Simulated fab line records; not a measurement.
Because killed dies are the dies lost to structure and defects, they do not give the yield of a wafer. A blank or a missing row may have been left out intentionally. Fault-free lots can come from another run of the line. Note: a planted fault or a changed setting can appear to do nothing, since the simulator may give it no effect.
Struck lot and sound lot, side by side | flow n5_finfet | 15 steps out of a route of 1938
Sound: the wafers L649.2, L649.5, L649.6. Struck: wafer L654.5; the same lot's L654.1 was not struck, so it is left out; see the end for the cause.
Per side, at each step with rows, come the tool, then ch with its chambers, and then its first start. Under that, the readings that differ: sound wafers | struck wafers | difference of the means | sigmas: that difference in standard deviations of wafers without a fault.
alike: readings whose means differ by less than 2 such deviations, and words and numbers that are the same on both sides. not compared: withheld readings, readings that some wafer has no value for, bounds like >300 that may hide the same value, and numbers for which the record gives no deviation and whose values overlap.
A row with sigmas, a row that says differs or no value, or rows on one side alone: a step with any of these is where the two part. Non-overlapping numbers with no deviation appear without sigmas and do not part them. Lack of a reading on every wafer of one side parts them only where that side has two or more wafers.

first, 4 steps without rows for these wafers: N5_BEOL_M7_SOFTBAKE_06 (time 60 s); N5_BEOL_M7_EXPOSE_08 (exposes mask M7); N5_BEOL_M7_PEB_09 (peb time 60 s); N5_BEOL_M7_DEVELOP_10 (develop time 30 s).
N5_BEOL_M7_CD_MEAS_11: target cd 38.5 nm.
  sound on cd_sem-02 ch 0, day 12 16:29; struck on cd_sem-02 ch 0, day 13 22:04
  alike: cd_nm
N5_BEOL_M7_OVL_MEAS_12:
  sound on overlay-02 ch 0, day 12 16:31; struck on overlay-01 ch 0, day 13 22:06
  alike: M7_OVL
N5_BEOL_M7_INSPECT_13: inspects for defects (brightfield).
  sound on defect_inspect-01 at day 12 16:32; struck on defect_inspect-02 at day 13 22:07
  alike: raw_defect_count
N5_BEOL_M7_DESCUM_16: chemistry O2, time 7.9 s.
  sound on rie_diel-05 ch 0,2, day 12 16:59; struck on rie_diel-06 ch 0, day 13 22:31
  alike: drypump_motor_current_A, oes_product_au, rf_vpp_V, showerhead_plenum_p_Torr, throttle_valve_pct
  not compared: rf_hours_counter_h
N5_BEOL_M7_ETCH_61: etches SiARC in CF4, target depth 45.5 nm, time 75.8 s.
  sound on rie_diel-05 ch 0,2, day 12 17:02; struck on rie_diel-06 ch 0, day 13 22:34
  alike: drypump_motor_current_A, etch_rf_on_time_s, oes_product_au, rf_vpp_V, showerhead_plenum_p_Torr, throttle_valve_pct
  not compared: rf_hours_counter_h
N5_BEOL_M7_ETCH_62: etches SOC in N2/H2, target depth 110 nm, overetch 22 nm, time 165 s.
  sound on rie_diel-05 ch 0,2, day 12 17:05; struck on rie_diel-06 ch 0, day 13 22:37
  alike: drypump_motor_current_A, oes_product_au, rf_vpp_V, showerhead_plenum_p_Torr, throttle_valve_pct
  not compared: rf_hours_counter_h
then, 1 step without rows for these wafers: N5_BEOL_M7_STRIP_68 (strips in N2/H2).
N5_BEOL_M7_STRIP_67: strips in CF4.
  sound on rie_diel-05 ch 0,2, day 12 17:14; struck on rie_diel-06 ch 0, day 13 22:46
  alike: drypump_motor_current_A, oes_product_au, rf_vpp_V, showerhead_plenum_p_Torr, throttle_valve_pct
  not compared: rf_hours_counter_h
N5_BEOL_M7_HM_OPEN_17: chemistry Cl2/BCl3, target TiN, target depth 20 nm, overetch 6 nm.
  sound on rie_metal-02 ch 0,1, day 12 17:16; struck on rie_metal-02 ch 0, day 13 22:48
  reading                                  | sound          | struck | difference | sigmas
  model.SOC_of_BEOL_M7_COAT_59.thk_nm (nm) | 92.4 92.2 92.6 | 93.4   | +1.0       |
  alike: drypump_motor_current_A, oes_product_au, throttle_valve_pct
  not compared: rf_hours_counter_h
N5_BEOL_M7_STRIP_19: strips in O2.
  sound on rie_diel-05 ch 0,2,3, day 12 17:29; struck on rie_diel-05 ch 3, day 13 22:55
  alike: drypump_motor_current_A, oes_product_au, rf_vpp_V, showerhead_plenum_p_Torr, throttle_valve_pct
  not compared: rf_hours_counter_h
-- the record jumps here: 4 days lie between the struck wafers' starts before and after (it left off in module BEOL_M7 and takes up again in module PASSIVATION, whose first step shown is number 1936 of the route) --
N5_PASSIVATION_PROBE_49:
  sound on prober-02 at day 16 06:43; struck on prober-02 at day 17 11:25
  reading         | sound | struck | difference | sigmas
  killed_at_other | 0 4 8 | 10     | +6         | +2
  alike: defect_limited_yield, killed_at_M0_to_M3, killed_at_M4_up, killed_at_contacts, killed_at_front_end, killed_dies, killed_on_rim, killed_open, killed_short, sort_bin_5_function, sort_bin_6_memory, sort_n_pass, sort_yield_pct

WHERE THEY PART
N5_PASSIVATION_PROBE_49 only, going by this record.

WHY: whatever the simulator had introduced
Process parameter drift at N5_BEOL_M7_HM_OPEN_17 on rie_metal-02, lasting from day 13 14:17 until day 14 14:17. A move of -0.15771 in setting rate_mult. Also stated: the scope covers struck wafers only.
